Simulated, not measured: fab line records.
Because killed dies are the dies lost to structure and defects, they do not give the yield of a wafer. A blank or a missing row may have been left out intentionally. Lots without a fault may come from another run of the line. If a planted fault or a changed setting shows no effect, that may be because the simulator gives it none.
Matching of chambers -- flow n5-finfet -- N5_MOL_CONTACT_COAG_ETCH_65 on rie-diel-04 has 4 sister chambers
The step etches underlayer in N2/H2, target depth 13 nm, time 10.4 s. 18 wafers are shown with their chamber, then 9 later ones without.

WAFERS, EACH WITH ITS CHAMBER
wafer,chamber,oes-product-au (a.u.),throttle-valve-pct (%),showerhead-plenum-p-Torr (Torr)
L080.1,2,0.61,17.59,2.54
L080.4,3,0.71,17.84,2.47
L080.5,0,0.68,17.61,2.46
L082.1,2,0.61,17.60,2.53
L082.3,1,0.57,18.25,2.63
L082.4,3,0.71,17.84,2.46
L083.3,1,0.57,18.25,2.63
L083.5,3,0.70,17.85,2.46
L083.6,0,0.68,17.61,2.46
L085.2,1,0.57,18.26,2.62
L085.4,3,0.70,17.86,2.46
L085.6,3,0.71,17.84,2.46
L086.3,0,0.67,17.63,2.46
L086.4,2,0.61,17.62,2.53
L086.6,1,0.57,18.26,2.62
L087.2,0,0.68,17.61,2.45
L087.4,1,0.57,18.29,2.62
L087.6,0,0.67,17.65,2.45

SIGNATURES (means of the wafers above)
reading,chamber 0,chamber 1,chamber 2,chamber 3,scatter within a chamber
oes-product-au,0.6760,0.5700,0.6100,0.7060,0.00414
throttle-valve-pct,17.6220,18.2620,17.6033,17.8460,0.015
showerhead-plenum-p-Torr,2.4560,2.6240,2.5333,2.4620,0.00526
Rule: distance of a wafer from a chamber = root of the sum over the readings of ((wafer's reading minus chamber's mean) / reading's scatter) squared. If the next closest chamber is less than 2 further off than the closest, the wafer can't be placed; otherwise it belongs to the closest. The scatter is the square root of a quotient: the sum, over the shown wafers, of each reading's squared deviation from its chamber's mean, divided by wafers minus chambers.

WAFERS WITHOUT THEIR CHAMBER
wafer,oes-product-au (a.u.),throttle-valve-pct (%),showerhead-plenum-p-Torr (Torr)
L088.2,0.67,17.63,2.45
L088.4,0.67,17.61,2.45
L088.6,0.56,18.29,2.62
L092.2,0.69,17.87,2.46
L092.3,0.59,17.64,2.52
L092.5,0.66,17.66,2.45
L095.1,0.68,17.88,2.45
L095.2,0.80,17.87,2.62
L095.3,0.66,17.67,2.45

EACH ONE'S CHAMBER
wafer,from the rows above,in truth
L088.2,0,0
L088.4,0,0
L088.6,1,1
L092.2,3,3
L092.3,2,2
L092.5,0,0
L095.1,3,3
L095.2,3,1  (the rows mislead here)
L095.3,0,0
8 of 9 placed correctly. Number that these rows cannot place: 0. Wrongly placed: 1.
